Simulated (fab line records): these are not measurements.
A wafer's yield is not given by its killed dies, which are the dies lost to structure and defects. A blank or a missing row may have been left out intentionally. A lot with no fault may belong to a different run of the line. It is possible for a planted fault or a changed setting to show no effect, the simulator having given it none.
Chamber matching :: flow nand harc :: 4 sister chambers for NHARC_P_GATE_ALD_36 on ald sin-04
The step deposits SiNx, target thk 20 nm, pulse time 60 s, ald cycles 223. 8 wafers are shown with their chamber, then 8 later ones without.

== EACH WAFER AND ITS CHAMBER ==
wafer: L077.5
chamber: 2
heater power w (W): 890
precursor pulse height rel: 0.989

wafer: L081.2
chamber: 2
heater power w (W): 891
precursor pulse height rel: 0.965

wafer: L084.1
chamber: 3
heater power w (W): 867
precursor pulse height rel: 0.966

wafer: L084.5
chamber: 3
heater power w (W): 893
precursor pulse height rel: 0.964

wafer: L085.2
chamber: 0
heater power w (W): 796
precursor pulse height rel: 0.983

wafer: L085.3
chamber: 1
heater power w (W): 727
precursor pulse height rel: 0.995

wafer: L085.6
chamber: 1
heater power w (W): 717
precursor pulse height rel: 1.023

wafer: L089.2
chamber: 0
heater power w (W): 779
precursor pulse height rel: 0.978

== WAFERS WHOSE CHAMBER IS MISSING ==
wafer: L089.3
heater power w (W): 739
precursor pulse height rel: 0.999

wafer: L089.6
heater power w (W): 922
precursor pulse height rel: 0.996

wafer: L093.1
heater power w (W): 832
precursor pulse height rel: 1.030

wafer: L093.6
heater power w (W): 749
precursor pulse height rel: 0.996

wafer: L093.5
heater power w (W): 851
precursor pulse height rel: 1.012

wafer: L096.3
heater power w (W): 835
precursor pulse height rel: 0.971

wafer: L096.4
heater power w (W): 751
precursor pulse height rel: 0.988

wafer: L096.6
heater power w (W): 843
precursor pulse height rel: 0.980

== WHICH CHAMBER EACH WENT THROUGH ==
wafer: L089.3
from the rows above: 1
in truth: 1

wafer: L089.6
from the rows above: can't be placed: 2 or 3
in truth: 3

wafer: L093.1
from the rows above: can't be placed: 0 or 3 or 2
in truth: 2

wafer: L093.6
from the rows above: can't be placed: 1 or 0
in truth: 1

wafer: L093.5
from the rows above: can't be placed: 2 or 3 or 0
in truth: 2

wafer: L096.3
from the rows above: can't be placed: 3 or 0 or 2
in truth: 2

wafer: L096.4
from the rows above: can't be placed: 1 or 0
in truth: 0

wafer: L096.6
from the rows above: can't be placed: 3 or 2 or 0
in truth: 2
Correct placement for 1 of the 8. Can't be placed from these rows: 7 (the true chamber is among the candidates in 7). Placed wrongly: 0.
How it was worked out, from the rows above alone: a wafer's distance from a chamber is the root of the sum, over the readings, of the square of ((its reading less the chamber's mean) divided by the reading's scatter). The wafer belongs to the nearest chamber; if the next one is less than 2 further off, it can't be placed. The mean given for a chamber averages the wafers shown for that chamber. The scatter is the square root of a quotient: the sum, over the shown wafers, of each reading's squared deviation from its chamber's mean, divided by wafers minus chambers.
